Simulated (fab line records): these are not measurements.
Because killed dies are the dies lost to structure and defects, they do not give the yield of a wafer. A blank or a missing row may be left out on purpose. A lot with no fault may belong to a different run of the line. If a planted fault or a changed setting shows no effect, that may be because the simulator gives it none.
Chamber matching + flow nandHarc + rieDiel-03 running NHARC_A_STAIRCASE_DESCUM_312: 4 sister chambers
The step chemistry O2, time 3 s. 18 wafers are shown with their chamber, then 9 later ones without.

== EACH WAFER AND ITS CHAMBER ==
| wafer  | chamber | showerheadPlenumPTorr (Torr) | rfVppV (V) | throttleValvePct (%) |
|--------|---------|------------------------------|------------|----------------------|
| L075.2 | 3       | 1.88                         | 57.3       | 11.310               |
| L075.3 | 1       | 1.84                         | 55.7       | 11.311               |
| L075.6 | 1       | 1.84                         | 56.5       | 11.312               |
| L077.1 | 0       | 1.79                         | 58.1       | 11.307               |
| L077.2 | 3       | 1.87                         | 56.4       | 11.300               |
| L077.3 | 2       | 1.81                         | 58.5       | 11.306               |
| L077.4 | 1       | 1.84                         | 56.5       | 11.306               |
| L077.5 | 1       | 1.84                         | 57.2       | 11.308               |
| L077.6 | 2       | 1.81                         | 58.2       | 11.306               |
| L080.1 | 2       | 1.81                         | 56.1       | 11.310               |
| L080.3 | 0       | 1.79                         | 57.0       | 11.295               |
| L080.6 | 1       | 1.84                         | 56.2       | 11.309               |
| L079.1 | 3       | 1.87                         | 58.0       | 11.309               |
| L079.2 | 2       | 1.81                         | 56.3       | 11.318               |
| L079.5 | 3       | 1.87                         | 57.4       | 11.300               |
| L081.1 | 1       | 1.83                         | 57.1       | 11.313               |
| L081.2 | 0       | 1.79                         | 57.4       | 11.315               |
| L081.4 | 2       | 1.81                         | 58.4       | 11.310               |

SIGNATURES, as means of the wafers listed above
| reading               | chamber 0 | chamber 1 | chamber 2 | chamber 3 | scatter within a chamber |
|-----------------------|-----------|-----------|-----------|-----------|--------------------------|
| showerheadPlenumPTorr | 1.7900    | 1.8383    | 1.8100    | 1.8725    | 0.00336                  |
| rfVppV                | 57.500    | 56.533    | 57.500    | 57.275    | 0.811                    |
| throttleValvePct      | 11.30567  | 11.30983  | 11.31000  | 11.30475  | 0.0055                   |
Rule: a wafer's distance from a chamber is the root of the sum, over the readings, of the square of ((its reading less the chamber's mean) divided by the reading's scatter). If the next closest chamber is less than 2 further off than the closest, the wafer can't be placed; otherwise it belongs to the closest. The scatter: take each reading less its chamber's mean, square it, sum over the shown wafers, divide by the number of wafers less the number of chambers, and take the root.

== WAFERS WITH NO CHAMBER GIVEN ==
| wafer  | showerheadPlenumPTorr (Torr) | rfVppV (V) | throttleValvePct (%) |
|--------|------------------------------|------------|----------------------|
| L087.1 | 1.87                         | 56.1       | 11.296               |
| L087.2 | 1.78                         | 57.2       | 11.304               |
| L087.4 | 1.83                         | 57.7       | 11.312               |
| L094.1 | 1.86                         | 57.6       | 11.309               |
| L094.3 | 1.80                         | 57.5       | 11.318               |
| L094.6 | 1.86                         | 58.0       | 11.321               |
| L093.1 | 1.83                         | 57.0       | 11.318               |
| L093.2 | 1.78                         | 56.9       | 11.321               |
| L093.4 | 1.80                         | 58.4       | 11.309               |

== THE CHAMBER EACH PASSED THROUGH ==
| wafer  | from the rows above     | in truth |
|--------|-------------------------|----------|
| L087.1 | 3                       | 3        |
| L087.2 | 0                       | 0        |
| L087.4 | 1                       | 1        |
| L094.1 | 3                       | 3        |
| L094.3 | can't be placed: 2 or 0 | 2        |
| L094.6 | 3                       | 3        |
| L093.1 | 1                       | 1        |
| L093.2 | 0                       | 0        |
| L093.4 | can't be placed: 2 or 0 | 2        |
7 of 9 placed correctly. From these rows, 2 cannot be placed; in 2 the true chamber is one of the candidates. Wrongly placed: 0.
